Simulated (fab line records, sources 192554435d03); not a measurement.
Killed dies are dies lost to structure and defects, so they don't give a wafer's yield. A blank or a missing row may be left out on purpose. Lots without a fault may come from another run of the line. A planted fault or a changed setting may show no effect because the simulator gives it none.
Chamber matching | flow n5_finfet | N5_BEOL_M3_CO_CAP_55 on cvd_co-01: 3 sister chambers
The step material Co, precursor CCTBA/H2, target thk 2 nm, time 102.1 s. 6 wafers are shown with their chamber, then 12 later ones without.

WAFERS WITH THEIR CHAMBER
wafer  | chamber | heater_power_w (W)
L089.4 | 1       | 244
L090.3 | 0       | 209
L090.6 | 0       | 210
L091.3 | 2       | 215
L091.4 | 1       | 240
L091.6 | 2       | 219

WAFERS WITHOUT THEIR CHAMBER
wafer  | heater_power_w (W)
L092.3 | 206
L092.5 | 242
L092.6 | 222
L093.1 | 206
L093.3 | 243
L093.6 | 240
L095.1 | 245
L095.3 | 239
L095.6 | 211
L096.1 | 209
L096.5 | 212
L096.6 | 244

WHICH CHAMBER EACH WENT THROUGH
wafer  | from the rows above     | in truth
L092.3 | 0                       | 0
L092.5 | 1                       | 1
L092.6 | 2                       | 2
L093.1 | 0                       | 0
L093.3 | 1                       | 1
L093.6 | 1                       | 1
L095.1 | 1                       | 1
L095.3 | 1                       | 1
L095.6 | can't be placed: 0 or 2 | 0
L096.1 | 0                       | 0
L096.5 | can't be placed: 0 or 2 | 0
L096.6 | 1                       | 1
Placed correctly: 10 of 12. Can't be placed from these rows: 2 (the true chamber is among the candidates in 2). Placed wrongly: 0.
How it was worked out, from the rows above alone: a wafer's distance from a chamber is the root of the sum, over the readings, of the square of ((its reading less the chamber's mean) divided by the reading's scatter). The wafer belongs to the nearest chamber; if the next one is less than 2 further off, it can't be placed. A chamber's mean is the mean of its shown wafers. The scatter: the root of (the sum of the squares of (reading less its chamber's mean) over the shown wafers, divided by (wafers less chambers)).
